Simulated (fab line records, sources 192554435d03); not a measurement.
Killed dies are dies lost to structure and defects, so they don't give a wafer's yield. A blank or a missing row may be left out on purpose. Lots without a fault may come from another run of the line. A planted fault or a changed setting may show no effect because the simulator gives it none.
A struck lot beside a sound one | flow n5_finfet | 16 steps out of a route of 1938
Sound: wafers L384.1, L384.3, L384.4. Struck: wafers L393.5, L393.6. The cause comes at the end.
At each step with rows: each side's tool, then ch and its chambers, then its first start. Under that, the readings that differ: sound wafers | struck wafers | difference of the means | sigmas: that difference in standard deviations of wafers without a fault.
alike: readings whose means differ by less than 2 such deviations, and words and numbers that are the same on both sides. not compared: withheld readings, readings that some wafer has no value for, bounds like >300 that may hide the same value, and numbers for which the record gives no deviation and whose values overlap.
The two part at a step that has a row with sigmas, a row that says differs or no value, or rows on one side only. Numbers that don't overlap but have no deviation are shown without sigmas and don't part them. A reading that every wafer of one side lacks parts them only if that side has two wafers or more.

first, 3 steps without rows for these wafers: N5_BEOL_M2_SPUTTER_90 (material Cu, target thk 4.5 nm, time 8.29 s); N5_BEOL_M2_ANNEAL_91 (time 240 s); N5_BEOL_M2_SPUTTER_92 (material Cu, target thk 4.5 nm, time 8.29 s).
N5_BEOL_M2_ANNEAL_93: time 240 s.
  sound on pvd_sputter-01, day 7 02:49; struck on pvd_sputter-03, day 9 09:57
  alike: heater_power_w
N5_BEOL_M2_SPUTTER_94: material Cu, target thk 4.5 nm, time 8.29 s.
  sound on pvd_sputter-01, day 7 02:57; struck on pvd_sputter-03, day 9 10:04
  alike: throttle_valve_pct
N5_BEOL_M2_ANNEAL_95: time 240 s.
  sound on pvd_sputter-01, day 7 03:02; struck on pvd_sputter-03, day 9 10:10
  alike: heater_power_w
then, 3 steps without rows for these wafers: N5_BEOL_M2_SPUTTER_96 (material Cu, target thk 4.5 nm, time 8.29 s); N5_BEOL_M2_ECD_50 (material Cu, target thk 300 nm); N5_BEOL_M2_ANNEAL_51 (time 90 s).
N5_BEOL_M2_CMP_52: polishes, stops on SiOC, t overpolish 6.8 s, target thk 40 nm.
  sound on cmp-04 ch 0,1,3, day 7 03:43; struck on cmp-04 ch 0,1, day 9 11:10
  alike: barrier_field_endpoint_s, motor_current_A, overpolish_run_s, time_to_endpoint_s
N5_BEOL_M2_THK_MEAS_53: measures by xrf.
  sound on film_metro-01, day 7 04:01; struck on film_metro-01, day 9 11:19
  alike: M2_THK
N5_BEOL_M2_PRE_CLEAN_60: time 15 s.
  sound on cvd_co-02 ch 0,2, day 7 04:02; struck on cvd_co-02 ch 0,2, day 9 11:26
  alike: heater_power_w
N5_BEOL_M2_CO_CAP_55: material Co, precursor CCTBA/H2, target thk 2 nm, time 102.1 s.
  sound on cvd_co-02 ch 0,2, day 7 04:05; struck on cvd_co-02 ch 0,2, day 9 11:29
  reading                                   | sound             | struck    | difference | sigmas
  run_length_s (s)                          | 124.8 124.7 125.6 | 85.6 85.6 | -39.4      | -92
  model.Co_of_BEOL_M2_CO_CAP_55.thk_nm (nm) | 2.2 2 2           | 1.2 1.4   | -0.8       |
  alike: heater_power_w
then, 1 step without rows for these wafers: N5_BEOL_M2_PRE_CLEAN_56 (time 15 s).
N5_BEOL_M4_RC_MEAS_101:
  sound on prober-01 ch 0, day 8 07:28; struck on prober-01 ch 0, day 10 22:07
  alike: DIBL_N, DIBL_P, IOFF_N, IOFF_P, ION_N, ION_P, SS_N, SS_P, VT_N, VT_P
-- the record jumps here: 5 days lie between the struck wafers' starts before and after (it left off in module BEOL_M4 and takes up again in module PASSIVATION, whose first step shown is number 1936 of the route) --
N5_PASSIVATION_PROBE_49:
  sound on prober-02, day 13 01:27; struck on prober-01, day 15 11:38
  alike: defect_limited_yield, killed_at_M0_to_M3, killed_at_M4_up, killed_at_contacts, killed_at_front_end, killed_at_other, killed_dies, killed_open, killed_short, sort_bin_5_function, sort_bin_6_memory, sort_n_pass, sort_yield_pct

WHERE THEY PART
Only at N5_BEOL_M2_CO_CAP_55, within this record. Later steps at which nothing parts them and some readings are alike: N5_BEOL_M4_RC_MEAS_101, N5_PASSIVATION_PROBE_49.

WHY: what the simulator had put in
Process parameter drift: cvd_co-02, from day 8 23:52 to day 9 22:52, at N5_BEOL_M2_CO_CAP_55. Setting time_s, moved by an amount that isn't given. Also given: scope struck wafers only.
